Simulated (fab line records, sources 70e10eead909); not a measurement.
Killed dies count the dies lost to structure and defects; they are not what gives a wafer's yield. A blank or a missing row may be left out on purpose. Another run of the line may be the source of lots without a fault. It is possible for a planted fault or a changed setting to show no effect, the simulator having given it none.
Matching of chambers ; flow nand harc ; NHARC_P_M1_CMP_23 on cmp-04 has 4 sister chambers
The step polishes, t overpolish 20 s, target thk 157.82 nm. 16 wafers are shown with their chamber, then 8 later ones without.

## WAFERS, EACH WITH ITS CHAMBER
wafer;chamber;motor current A (A);time to endpoint s (s)
L897.2;1;12.5;29
L897.3;2;11.2;28
L897.6;3;11.8;21
L900.2;0;9.4;28
L900.4;2;11.0;30
L900.6;1;13.2;32
L903.1;1;12.0;26
L903.3;2;11.6;27
L903.4;3;11.3;21
L904.4;3;11.9;23
L904.5;3;11.8;23
L904.6;2;11.1;29
L907.3;0;9.6;30
L907.4;3;12.3;23
L907.5;2;11.0;29
L915.3;2;11.7;26

SIGNATURES (means of the wafers above)
reading;chamber 0;chamber 1;chamber 2;chamber 3;scatter within a chamber
motor current A;9.500;12.567;11.267;11.820;0.379
time to endpoint s;29.00;29.00;28.17;22.20;1.72
Rule: for each reading, subtract the chamber's mean from the wafer's reading, divide by that reading's scatter and square the result; add these up over the readings and take the root, which gives the wafer's distance from the chamber. If the next closest chamber is less than 2 further off than the closest, the wafer can't be placed; otherwise it belongs to the closest. The scatter: take each reading less its chamber's mean, square it, sum over the shown wafers, divide by the number of wafers less the number of chambers, and take the root.

## WAFERS WITH NO CHAMBER GIVEN
wafer;motor current A (A);time to endpoint s (s)
L915.4;8.9;27
L915.5;12.2;29
L917.4;11.7;23
L917.5;9.1;28
L917.6;12.3;29
L919.2;11.1;29
L919.4;12.3;33
L919.6;11.5;32

## EACH ONE'S CHAMBER
wafer;from the rows above;in truth
L915.4;0;0
L915.5;can't be placed: 1 or 2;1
L917.4;3;3
L917.5;0;0
L917.6;1;1
L919.2;2;2
L919.4;can't be placed: 1 or 2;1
L919.6;can't be placed: 2 or 1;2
Placed correctly: 5 of 8. Cannot be placed on the basis of these rows: 3; the candidates contain the true chamber in 3. Number placed wrongly: 0.
